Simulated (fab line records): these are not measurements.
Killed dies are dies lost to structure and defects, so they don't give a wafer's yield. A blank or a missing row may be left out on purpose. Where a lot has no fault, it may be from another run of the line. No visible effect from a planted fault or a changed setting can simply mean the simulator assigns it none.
Which tool was responsible? || flow nand harc || 36 wafers from 12 lots sampled at 2 of the route's 1302 steps

## WHAT THE GAUGES SHOWED, per wafer
NHARC_A_SLIT_CD_MEAS_09 targets a cd of 300 nm.
{"lot": "L075", "measured": "day 19 21:47", "on": "cd sem-01", "cd nm (nm)": "300.3 299.9 299.7"}
{"lot": "L078", "measured": "day 21 11:14", "on": "cd sem-03", "cd nm (nm)": "300.6 300.8 300.1"}
{"lot": "L079", "measured": "day 22 01:24", "on": "cd sem-03", "cd nm (nm)": "300.0 300.0 300.5"}
{"lot": "L081", "measured": "day 22 12:16", "on": "cd sem-01", "cd nm (nm)": "299.2 299.4 299.5"}
{"lot": "L082", "measured": "day 23 12:44", "on": "cd sem-03", "cd nm (nm)": "299.8 299.8 299.7"}
{"lot": "L084", "measured": "day 24 17:29", "on": "cd sem-01", "cd nm (nm)": "299.9 300.0 301.0"}
{"lot": "L087", "measured": "day 25 08:43", "on": "cd sem-03", "cd nm (nm)": "300.4 300.2 300.4"}
{"lot": "L090", "measured": "day 26 14:19", "on": "cd sem-01", "cd nm (nm)": "300.5 300.5 299.9"}
{"lot": "L093", "measured": "day 27 04:38", "on": "cd sem-03", "cd nm (nm)": "300.2 300.7 300.2"}
{"lot": "L091", "measured": "day 27 08:33", "on": "cd sem-03", "cd nm (nm)": "299.4 299.1 300.1"}
{"lot": "L095", "measured": "day 28 12:48", "on": "cd sem-01", "cd nm (nm)": "298.9 299.7 299.4"}
{"lot": "L096", "measured": "day 29 08:38", "on": "cd sem-01", "cd nm (nm)": "300.5 299.9 299.3"}

## WHICH TOOL RAN EACH LOT (tool, then ch and the chambers of the sampled wafers, then the start)
{"lot": "L075", "NHARC_A_SGD_CUT_STRIP_28": "rie diel-05 ch 0,2, day 19 21:47 or earlier"}
{"lot": "L078", "NHARC_A_SGD_CUT_STRIP_28": "rie diel-10 ch 2,3, day 21 11:14 or earlier"}
{"lot": "L079", "NHARC_A_SGD_CUT_STRIP_28": "rie diel-13 ch 0,2,3, day 22 01:24 or earlier"}
{"lot": "L081", "NHARC_A_SGD_CUT_STRIP_28": "rie diel-05 ch 2,3, day 22 06:40"}
{"lot": "L082", "NHARC_A_SGD_CUT_STRIP_28": "rie diel-05 ch 1,3, day 23 12:44 or earlier"}
{"lot": "L084", "NHARC_A_SGD_CUT_STRIP_28": "rie diel-13 ch 0,2,3, day 24 17:29 or earlier"}
{"lot": "L087", "NHARC_A_SGD_CUT_STRIP_28": "rie diel-05 ch 0,1,3, day 25 08:43 or earlier"}
{"lot": "L090", "NHARC_A_SGD_CUT_STRIP_28": "rie diel-13 ch 0,1,3, day 26 14:19 or earlier"}
{"lot": "L093", "NHARC_A_SGD_CUT_STRIP_28": "rie diel-13 ch 1,2,3, day 27 04:38 or earlier"}
{"lot": "L091", "NHARC_A_SGD_CUT_STRIP_28": "rie diel-10 ch 0,1,2, day 27 08:33 or earlier"}
{"lot": "L095", "NHARC_A_SGD_CUT_STRIP_28": "rie diel-05 ch 0,1,3, day 28 12:48 or earlier"}
{"lot": "L096", "NHARC_A_SGD_CUT_STRIP_28": "rie diel-13 ch 0,1,3, day 29 08:38 or earlier"}
- NHARC_A_SGD_CUT_STRIP_28: strips in O2, time 20 s.

## THE ANSWER, worked out from the rows above alone
Rule: the lots themselves supply what counts as usual. The widest of any qualifying gaps counts: lots, ordered by their means at a reading, are off when they make up no more than a third of the lots, leave a main group of 4 or more, and stand apart from it by 3 or more times the standard deviation of that group's means. Not used: any main group whose means are identical at the precision the tables above print for the reading. Also off: a lot with no number at a reading for which 4 or more lots have one. The other lots that the step has rows for count as sound.
No lot is off on any of the readings shown, so nothing can be concluded from this.

## WHAT WAS PUT IN BY THE SIMULATOR
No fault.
